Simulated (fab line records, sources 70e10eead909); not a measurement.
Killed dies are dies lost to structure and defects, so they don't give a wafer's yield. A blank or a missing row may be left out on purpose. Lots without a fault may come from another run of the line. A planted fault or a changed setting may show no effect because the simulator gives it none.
Which tool did it? | flow nand_harc | 17 lots, 51 wafers sampled, at 6 steps of a route of 1159

WHAT THE GAUGES READ, wafer by wafer
The record holds no reading of a measuring or inspecting step that can be judged against a usual standard deviation.

WHICH TOOL RAN EACH LOT (tool, then ch and the chambers of the sampled wafers, then the start)
lot  | NHARC_A_CHANNEL_HOLE_D1_ETCH_33  | NHARC_A_STAIRCASE_TRIM_22      | NHARC_A_STAIRCASE_ETCH_23      | NHARC_A_STAIRCASE_TRIM_24      | NHARC_A_STAIRCASE_TRIM_26      | NHARC_A_STAIRCASE_TRIM_191
L076 | har_etch-02 ch 0,1, day 9 01:04  | rie_diel-06 ch 0,1,3, no start | rie_diel-06 ch 0,1, no start   | rie_diel-06 ch 2,3, no start   | rie_diel-06 ch 0,2,3, no start | rie_diel-06 ch 0,3, no start
L074 | har_etch-02 ch 0,1, day 9 05:16  | rie_diel-05 ch 1,2,3, no start | rie_diel-05 ch 1,2,3, no start | rie_diel-05 ch 1,2,3, no start | rie_diel-05 ch 1,2,3, no start | rie_diel-06 ch 0,1,2, no start
L075 | har_etch-01 ch 0,1, day 9 05:29  | rie_diel-05 ch 0,3, no start   | rie_diel-05 ch 1,2, no start   | rie_diel-05 ch 2,3, no start   | rie_diel-05 ch 0,3, no start   | rie_diel-06 ch 2,3, no start
L079 | har_etch-02 ch 0,1, day 9 13:35  | rie_diel-10 ch 1,3, no start   | rie_diel-10 ch 1,2, no start   | rie_diel-10 ch 0,1,3, no start | rie_diel-10 ch 0,2,3, no start | rie_diel-06 ch 1,2,3, no start
L081 | har_etch-02 ch 0,1, day 9 20:10  | rie_diel-10 ch 0,2,3, no start | rie_diel-10 ch 1,2,3, no start | rie_diel-10 ch 0,1,2, no start | rie_diel-10 ch 0,2,3, no start | rie_diel-06 ch 0,1,3, no start
L082 | har_etch-01 ch 0,1, day 10 18:43 | rie_diel-06 ch 0,1,2, no start | rie_diel-06 ch 0,1, no start   | rie_diel-06 ch 0,1,2, no start | rie_diel-06 ch 0,1, no start   | rie_diel-05 ch 1,2,3, no start
L084 | har_etch-02 ch 0,1, day 10 23:59 | rie_diel-05 ch 0,2,3, no start | rie_diel-05 ch 0,1,3, no start | rie_diel-05 ch 0,2,3, no start | rie_diel-05 ch 1,2, no start   | rie_diel-05 ch 0,1,3, no start
L086 | har_etch-02 ch 0,1, day 11 17:28 | rie_diel-06 ch 0,1,2, no start | rie_diel-06 ch 0,2,3, no start | rie_diel-06 ch 1,2,3, no start | rie_diel-06 ch 0,2,3, no start | rie_diel-05 ch 1,2,3, no start
L087 | har_etch-01 ch 1, day 11 18:38   | rie_diel-05 ch 1,2,3, no start | rie_diel-05 ch 2,3, no start   | rie_diel-05 ch 0,1,2, no start | rie_diel-05 ch 0,1,3, no start | rie_diel-06 ch 0,1,3, no start
L088 | har_etch-02 ch 0,1, day 11 22:13 | rie_diel-06 ch 0,1,3, no start | rie_diel-06 ch 0,2,3, no start | rie_diel-06 ch 0,1,2, no start | rie_diel-06 ch 0,3, no start   | rie_diel-10 ch 1,2,3, no start
L090 | har_etch-01 ch 0,1, day 12 07:28 | rie_diel-10 ch 0,2, no start   | rie_diel-10 ch 0,2,3, no start | rie_diel-10 ch 0,2,3, no start | rie_diel-10 ch 0,3, no start   | rie_diel-10 ch 0,2,3, no start
L093 | har_etch-01 ch 1, day 13 04:55   | rie_diel-06 ch 0,1,3, no start | rie_diel-06 ch 0,2,3, no start | rie_diel-06 ch 0,3, no start   | rie_diel-06 ch 0,1,2, no start | rie_diel-05 ch 0,1,3, no start
L092 | har_etch-02 ch 0,1, day 13 06:11 | rie_diel-10 ch 0,2,3, no start | rie_diel-10 ch 0,3, no start   | rie_diel-10 ch 1,2, no start   | rie_diel-10 ch 0,1,2, no start | rie_diel-06 ch 0,1, no start
L091 | har_etch-01 ch 0,1, day 13 09:07 | rie_diel-10 ch 1,2, no start   | rie_diel-10 ch 0,1,3, no start | rie_diel-10 ch 0,2,3, no start | rie_diel-10 ch 0,1,2, no start | rie_diel-06 ch 1,2, no start
L095 | har_etch-01 ch 0,1, day 13 13:14 | rie_diel-05 ch 0,2, no start   | rie_diel-05 ch 0,1,3, no start | rie_diel-05 ch 0,3, no start   | rie_diel-05 ch 0,3, no start   | rie_diel-06 ch 0,1,3, no start
L096 | har_etch-02 ch 0,1, day 13 20:58 | rie_diel-06 ch 0,3, no start   | rie_diel-06 ch 1,2,3, no start | rie_diel-06 ch 0,1, no start   | rie_diel-06 ch 0,3, no start   | rie_diel-10 ch 0,1, no start
L097 | har_etch-01 ch 0,1, day 14 18:56 | rie_diel-10 ch 0,3, no start   | rie_diel-10 ch 0,2,3, no start | rie_diel-10 ch 0,1,2, no start | rie_diel-10 ch 2,3, no start   | rie_diel-05 ch 0,2,3, no start
- NHARC_A_CHANNEL_HOLE_D1_ETCH_33: etches the open film in C4F8/O2/Ar, time 90 s, target depth 400 nm.
- NHARC_A_STAIRCASE_TRIM_22: chemistry O2, time 211.2 s.
- NHARC_A_STAIRCASE_ETCH_23: etches the open film in C4F8/O2, target depth 100 nm, time 40.5 s.
- NHARC_A_STAIRCASE_TRIM_24: chemistry O2, time 211.2 s.
- NHARC_A_STAIRCASE_TRIM_26: chemistry O2, time 211.2 s.
- NHARC_A_STAIRCASE_TRIM_191: chemistry O2, time 211.2 s.

WHAT THE TOOLS THEMSELVES READ (means of the sampled wafers that have a number; where no wafer has one, the mark that the record gives instead)
NHARC_A_CHANNEL_HOLE_D1_ETCH_33. Usual: chamber_pressure_mTorr 25.004 mTorr, standard deviation 0.022; drypump_motor_current_A 5.7 A, standard deviation 0.35; o2_flow_sccm 83.34 sccm, standard deviation 0.25; showerhead_plenum_p_Torr 3.75 Torr, standard deviation 0.13; throttle_valve_pct 27.620 %, standard deviation 0.009.
lot  | tool        | chamber_pressure_mTorr (mTorr) | drypump_motor_current_A (A) | o2_flow_sccm (sccm) | showerhead_plenum_p_Torr (Torr) | throttle_valve_pct (%) | flag
L076 | har_etch-02 | 25.000                         | 5.9                         | 83.15               | 3.74                            | 27.621                 |
L074 | har_etch-02 | 25.036                         | 6.0                         | 83.55               | 3.74                            | 27.621                 |
L075 | har_etch-01 | 25.004                         | 5.6                         | 83.33               | 3.72                            | 27.620                 |
L079 | har_etch-02 | 24.999                         | 6.0                         | 83.36               | 3.73                            | 27.625                 |
L081 | har_etch-02 | 25.022                         | 5.7                         | 83.28               | 3.82                            | 27.620                 |
L082 | har_etch-01 | 25.005                         | 5.5                         | 83.46               | 3.78                            | 27.621                 |
L084 | har_etch-02 | 25.003                         | 5.7                         | 83.25               | 3.81                            | 27.621                 |
L086 | har_etch-02 | 25.021                         | 6.0                         | 83.29               | 3.72                            | 27.631                 |
L087 | har_etch-01 | 25.005                         | 5.6                         | 83.37               | 3.63                            | 27.621                 |
L088 | har_etch-02 | 24.974                         | 5.7                         | 83.30               | 3.80                            | 27.604                 |
L090 | har_etch-01 | 24.989                         | 5.6                         | 83.60               | 3.70                            | 27.622                 |
L093 | har_etch-01 | 25.009                         | 5.6                         | 83.32               | 3.62                            | 27.613                 |
L092 | har_etch-02 | 24.994                         | 5.7                         | 83.25               | 3.80                            | 27.619                 |
L091 | har_etch-01 | 25.013                         | 5.6                         | 83.32               | 3.77                            | 27.629                 |
L095 | har_etch-01 | 25.020                         | 5.5                         | 83.26               | 3.76                            | 27.622                 |
L096 | har_etch-02 | 25.010                         | 5.7                         | 83.56               | 3.79                            | 27.622                 |
L097 | har_etch-01 | 25.013                         | 5.6                         | 83.11               | 3.69                            | 27.617                 |

NHARC_A_STAIRCASE_TRIM_22. Usual: chamber_pressure_mTorr 60.00 mTorr, standard deviation 0.056; drypump_motor_current_A 5.9 A, standard deviation 0.49; o2_flow_sccm 500.0 sccm, standard deviation 1.5; oes_product_au 0.997 a.u., standard deviation 0.01; rf_vpp_V 57.7 V, standard deviation 0.87; showerhead_plenum_p_Torr 3.50 Torr, standard deviation 0.1; throttle_valve_pct 17.036 %, standard deviation 0.0098.
lot  | tool        | chamber_pressure_mTorr (mTorr) | drypump_motor_current_A (A) | o2_flow_sccm (sccm) | oes_product_au (a.u.) | rf_vpp_V (V) | showerhead_plenum_p_Torr (Torr) | throttle_valve_pct (%) | flag
L076 | rie_diel-06 | 60.03                          | 6.0                         | 499.9               | 1.004                 | 58.0         | 3.58                            | 17.039                 |
L074 | rie_diel-05 | 59.99                          | 5.9                         | 500.1               | 0.993                 | 57.5         | 3.49                            | 17.036                 |
L075 | rie_diel-05 | 60.01                          | 5.8                         | 500.1               | 0.985                 | 56.9         | 3.43                            | 17.036                 |
L079 | rie_diel-10 | 59.96                          | 6.2                         | 498.1               | 0.993                 | 57.8         | 3.42                            | 17.035                 |
L081 | rie_diel-10 | 59.99                          | 5.6                         | 499.6               | 1.005                 | 58.0         | 3.55                            | 17.036                 |
L082 | rie_diel-06 | 59.98                          | 5.8                         | 500.4               | 0.984                 | 57.0         | 3.51                            | 17.042                 |
L084 | rie_diel-05 | 59.97                          | 6.1                         | 500.9               | 0.987                 | 57.8         | 3.51                            | 17.041                 |
L086 | rie_diel-06 | 59.96                          | 5.8                         | 500.3               | 0.994                 | 57.5         | 3.51                            | 17.033                 |
L087 | rie_diel-05 | 60.02                          | 5.9                         | 500.0               | 0.991                 | 57.0         | 3.48                            | 17.030                 |
L088 | rie_diel-06 | 59.99                          | 6.0                         | 500.0               | 1.000                 | 58.2         | 3.56                            | 17.027                 |
L090 | rie_diel-10 | 59.97                          | 6.0                         | 500.7               | 1.008                 | 58.2         | 3.60                            | 17.027                 |
L093 | rie_diel-06 | 59.99                          | 6.0                         | 501.0               | 1.002                 | 57.7         | 3.56                            | 17.033                 |
L092 | rie_diel-10 | 60.02                          | 5.7                         | 499.9               | 1.001                 | 56.7         | 3.53                            | 17.038                 |
L091 | rie_diel-10 | 59.99                          | 6.5                         | 499.1               | 1.003                 | 57.2         | 3.47                            | 17.040                 |
L095 | rie_diel-05 | 60.02                          | 6.2                         | 498.5               | 0.994                 | 57.9         | 3.51                            | 17.035                 |
L096 | rie_diel-06 | 59.96                          | 6.1                         | 499.6               | 1.004                 | 58.0         | 3.58                            | 17.037                 |
L097 | rie_diel-10 | 59.99                          | 5.3                         | 500.6               | 1.009                 | 58.0         | 3.53                            | 17.039                 |

NHARC_A_STAIRCASE_ETCH_23. Usual: bias_w 999.8 W, standard deviation 2.8; chamber_pressure_mTorr 25.000 mTorr, standard deviation 0.024; oes_product_au 0.940 a.u., standard deviation 0.014; rf_vpp_V 895 V, standard deviation 3.9.
lot  | tool        | bias_w (W) | chamber_pressure_mTorr (mTorr) | oes_product_au (a.u.) | rf_vpp_V (V) | flag
L076 | rie_diel-06 | 998.3      | 25.011                         | 0.960                 | 898          |
L074 | rie_diel-05 | 1001.3     | 24.985                         | 0.934                 | 894          |
L075 | rie_diel-05 | 1000.8     | 24.998                         | 0.953                 | 897          |
L079 | rie_diel-10 | 997.9      | 24.991                         | 0.929                 | 894          |
L081 | rie_diel-10 | 999.1      | 24.990                         | 0.945                 | 894          |
L082 | rie_diel-06 | 1000.2     | 25.006                         | 0.921                 | 897          |
L084 | rie_diel-05 | 997.9      | 24.987                         | 0.929                 | 892          |
L086 | rie_diel-06 | 999.8      | 25.029                         | 0.951                 | 897          |
L087 | rie_diel-05 | 999.8      | 24.969                         | 0.927                 | 894          |
L088 | rie_diel-06 | 999.5      | 25.008                         | 0.961                 | 896          |
L090 | rie_diel-10 | 1001.4     | 25.012                         | 0.937                 | 896          |
L093 | rie_diel-06 | 997.4      | 24.998                         | 0.942                 | 896          |
L092 | rie_diel-10 | 998.8      | 25.016                         | 0.931                 | 893          |
L091 | rie_diel-10 | 996.2      | 25.001                         | 0.948                 | 894          |
L095 | rie_diel-05 | 997.0      | 25.016                         | 0.913                 | 891          |
L096 | rie_diel-06 | 1000.6     | 24.997                         | 0.954                 | 894          |
L097 | rie_diel-10 | 999.6      | 25.008                         | 0.943                 | 896          |

NHARC_A_STAIRCASE_TRIM_24. Usual: chamber_pressure_mTorr 59.99 mTorr, standard deviation 0.056; drypump_motor_current_A 5.9 A, standard deviation 0.5; o2_flow_sccm 499.9 sccm, standard deviation 1.5; oes_product_au 0.998 a.u., standard deviation 0.01; rf_vpp_V 57.7 V, standard deviation 0.81; showerhead_plenum_p_Torr 3.50 Torr, standard deviation 0.1; throttle_valve_pct 17.036 %, standard deviation 0.0092.
lot  | tool        | chamber_pressure_mTorr (mTorr) | drypump_motor_current_A (A) | o2_flow_sccm (sccm) | oes_product_au (a.u.) | rf_vpp_V (V) | showerhead_plenum_p_Torr (Torr) | throttle_valve_pct (%) | flag
L076 | rie_diel-06 | 59.99                          | 5.9                         | 499.2               | 1.004                 | 56.3         | 3.56                            | 17.037                 |
L074 | rie_diel-05 | 60.01                          | 5.9                         | 499.6               | 0.995                 | 57.9         | 3.49                            | 17.042                 |
L075 | rie_diel-05 | 60.01                          | 6.0                         | 499.4               | 0.986                 | 57.0         | 3.50                            | 17.038                 |
L079 | rie_diel-10 | 60.01                          | 5.8                         | 500.9               | 0.998                 | 57.8         | 3.49                            | 17.036                 |
L081 | rie_diel-10 | 60.03                          | 6.2                         | 499.6               | 1.012                 | 57.9         | 3.56                            | 17.024                 |
L082 | rie_diel-06 | 59.99                          | 5.8                         | 500.8               | 0.993                 | 57.5         | 3.51                            | 17.041                 |
L084 | rie_diel-05 | 59.98                          | 6.1                         | 496.7               | 0.990                 | 56.8         | 3.51                            | 17.038                 |
L086 | rie_diel-06 | 60.04                          | 5.8                         | 499.9               | 1.004                 | 58.2         | 3.51                            | 17.032                 |
L087 | rie_diel-05 | 59.95                          | 6.0                         | 499.9               | 0.998                 | 57.9         | 3.49                            | 17.048                 |
L088 | rie_diel-06 | 59.99                          | 5.8                         | 497.5               | 0.998                 | 57.9         | 3.51                            | 17.031                 |
L090 | rie_diel-10 | 60.04                          | 5.7                         | 500.4               | 0.999                 | 57.9         | 3.53                            | 17.039                 |
L093 | rie_diel-06 | 59.95                          | 6.2                         | 501.5               | 0.995                 | 57.9         | 3.58                            | 17.028                 |
L092 | rie_diel-10 | 59.95                          | 6.6                         | 498.3               | 1.008                 | 57.4         | 3.47                            | 17.041                 |
L091 | rie_diel-10 | 60.07                          | 5.6                         | 499.6               | 1.002                 | 58.0         | 3.53                            | 17.029                 |
L095 | rie_diel-05 | 60.03                          | 5.8                         | 499.7               | 0.988                 | 57.7         | 3.42                            | 17.039                 |
L096 | rie_diel-06 | 60.05                          | 5.9                         | 497.9               | 1.012                 | 58.0         | 3.53                            | 17.031                 |
L097 | rie_diel-10 | 59.93                          | 6.1                         | 500.5               | 1.007                 | 56.9         | 3.53                            | 17.038                 |

NHARC_A_STAIRCASE_TRIM_26. Usual: chamber_pressure_mTorr 60.00 mTorr, standard deviation 0.05; drypump_motor_current_A 5.9 A, standard deviation 0.49; o2_flow_sccm 499.9 sccm, standard deviation 1.5; oes_product_au 0.997 a.u., standard deviation 0.0095; rf_vpp_V 57.8 V, standard deviation 0.93; showerhead_plenum_p_Torr 3.50 Torr, standard deviation 0.1; throttle_valve_pct 17.036 %, standard deviation 0.0085.
lot  | tool        | chamber_pressure_mTorr (mTorr) | drypump_motor_current_A (A) | o2_flow_sccm (sccm) | oes_product_au (a.u.) | rf_vpp_V (V) | showerhead_plenum_p_Torr (Torr) | throttle_valve_pct (%) | flag
L076 | rie_diel-06 | 59.99                          | 5.9                         | 499.7               | 0.995                 | 57.7         | 3.55                            | 17.034                 |
L074 | rie_diel-05 | 60.05                          | 5.9                         | 499.8               | 0.990                 | 57.3         | 3.49                            | 17.027                 |
L075 | rie_diel-05 | 60.07                          | 5.8                         | 500.6               | 0.994                 | 57.2         | 3.44                            | 17.031                 |
L079 | rie_diel-10 | 60.01                          | 5.7                         | 500.0               | 1.008                 | 58.2         | 3.55                            | 17.044                 |
L081 | rie_diel-10 | 60.03                          | 5.7                         | 499.6               | 1.002                 | 57.8         | 3.54                            | 17.041                 |
L082 | rie_diel-06 | 60.00                          | 5.9                         | 500.6               | 0.996                 | 58.0         | 3.54                            | 17.040                 |
L084 | rie_diel-05 | 59.96                          | 5.8                         | 501.6               | 1.006                 | 57.8         | 3.47                            | 17.031                 |
L086 | rie_diel-06 | 59.98                          | 5.9                         | 499.7               | 0.997                 | 58.3         | 3.54                            | 17.031                 |
L087 | rie_diel-05 | 59.98                          | 5.6                         | 499.7               | 0.986                 | 56.6         | 3.40                            | 17.029                 |
L088 | rie_diel-06 | 60.03                          | 6.2                         | 499.6               | 0.999                 | 58.0         | 3.59                            | 17.029                 |
L090 | rie_diel-10 | 60.02                          | 5.4                         | 499.9               | 0.994                 | 57.4         | 3.54                            | 17.032                 |
L093 | rie_diel-06 | 60.02                          | 5.8                         | 499.8               | 0.998                 | 57.5         | 3.50                            | 17.039                 |
L092 | rie_diel-10 | 60.00                          | 6.2                         | 499.5               | 1.004                 | 58.1         | 3.54                            | 17.031                 |
L091 | rie_diel-10 | 59.94                          | 6.2                         | 499.7               | 1.001                 | 57.6         | 3.54                            | 17.040                 |
L095 | rie_diel-05 | 59.99                          | 5.8                         | 499.2               | 0.991                 | 57.7         | 3.42                            | 17.041                 |
L096 | rie_diel-06 | 60.04                          | 6.2                         | 498.8               | 1.011                 | 58.1         | 3.58                            | 17.038                 |
L097 | rie_diel-10 | 60.04                          | 5.9                         | 499.5               | 0.992                 | 56.9         | 3.51                            | 17.029                 |

NHARC_A_STAIRCASE_TRIM_191. Usual: chamber_pressure_mTorr 60.00 mTorr, standard deviation 0.058; drypump_motor_current_A 5.9 A, standard deviation 0.45; o2_flow_sccm 500.1 sccm, standard deviation 1.6; oes_product_au 0.999 a.u., standard deviation 0.0099; rf_vpp_V 57.8 V, standard deviation 0.86; showerhead_plenum_p_Torr 3.51 Torr, standard deviation 0.097; throttle_valve_pct 17.036 %, standard deviation 0.0096.
lot  | tool        | chamber_pressure_mTorr (mTorr) | drypump_motor_current_A (A) | o2_flow_sccm (sccm) | oes_product_au (a.u.) | rf_vpp_V (V) | showerhead_plenum_p_Torr (Torr) | throttle_valve_pct (%) | flag
L076 | rie_diel-06 | 60.07                          | 6.1                         | 498.7               | 1.008                 | 58.3         | 3.61                            | 17.036                 |
L074 | rie_diel-06 | 60.05                          | 5.8                         | 499.1               | 1.004                 | 57.0         | 3.52                            | 17.041                 |
L075 | rie_diel-06 | 60.00                          | 5.6                         | 498.6               | 1.001                 | 58.1         | 3.50                            | 17.035                 |
L079 | rie_diel-06 | 59.98                          | 5.7                         | 500.9               | 0.999                 | 57.6         | 3.52                            | 17.034                 |
L081 | rie_diel-06 | 59.97                          | 6.0                         | 500.7               | 1.002                 | 57.7         | 3.57                            | 17.036                 |
L082 | rie_diel-05 | 59.94                          | 5.9                         | 497.2               | 0.998                 | 57.7         | 3.48                            | 17.041                 |
L084 | rie_diel-05 | 60.02                          | 5.6                         | 499.8               | 0.995                 | 56.9         | 3.41                            | 17.040                 |
L086 | rie_diel-05 | 59.99                          | 5.9                         | 500.3               | 0.984                 | 57.5         | 3.48                            | 17.037                 |
L087 | rie_diel-06 | 60.07                          | 6.0                         | 501.3               | 0.995                 | 58.3         | 3.56                            | 17.028                 |
L088 | rie_diel-10 | 59.99                          | 6.1                         | 501.2               | 1.006                 | 58.1         | 3.47                            | 17.042                 |
L090 | rie_diel-10 | 60.10                          | 5.6                         | 500.9               | 0.994                 | 57.7         | 3.53                            | 17.037                 |
L093 | rie_diel-05 | 59.99                          | 5.6                         | 501.5               | 0.989                 | 57.8         | 3.40                            | 17.034                 |
L092 | rie_diel-06 | 59.99                          | 6.1                         | 499.5               | 1.003                 | 57.2         | 3.55                            | 17.034                 |
L091 | rie_diel-06 | 60.00                          | 5.5                         | 500.8               | 0.992                 | 57.6         | 3.45                            | 17.032                 |
L095 | rie_diel-06 | 59.99                          | 6.0                         | 500.1               | 1.000                 | 57.5         | 3.55                            | 17.041                 |
L096 | rie_diel-10 | 59.97                          | 5.9                         | 501.0               | 1.019                 | 57.9         | 3.55                            | 17.034                 |
L097 | rie_diel-05 | 60.03                          | 6.1                         | 497.9               | 0.999                 | 58.7         | 3.49                            | 17.030                 |

THE ANSWER, worked out from the rows above alone
Rule: a lot is off if the mean of its wafers that have a number lies more than 3 standard deviations from the usual mean. A lot without any number at a reading at which 4 lots or more have one is off too. The other lots that the step has rows for count as sound. The gauges are gone through in route order, then the tools' own readings, and for those a lot's mean is taken as printed above. The first step at which some lot is off is used, and at that step the reading that is off furthest; a lot without a number counts as furthest.
No lot is off at any reading shown: from this, nothing can be told.

WHAT THE SIMULATOR HAD PUT IN
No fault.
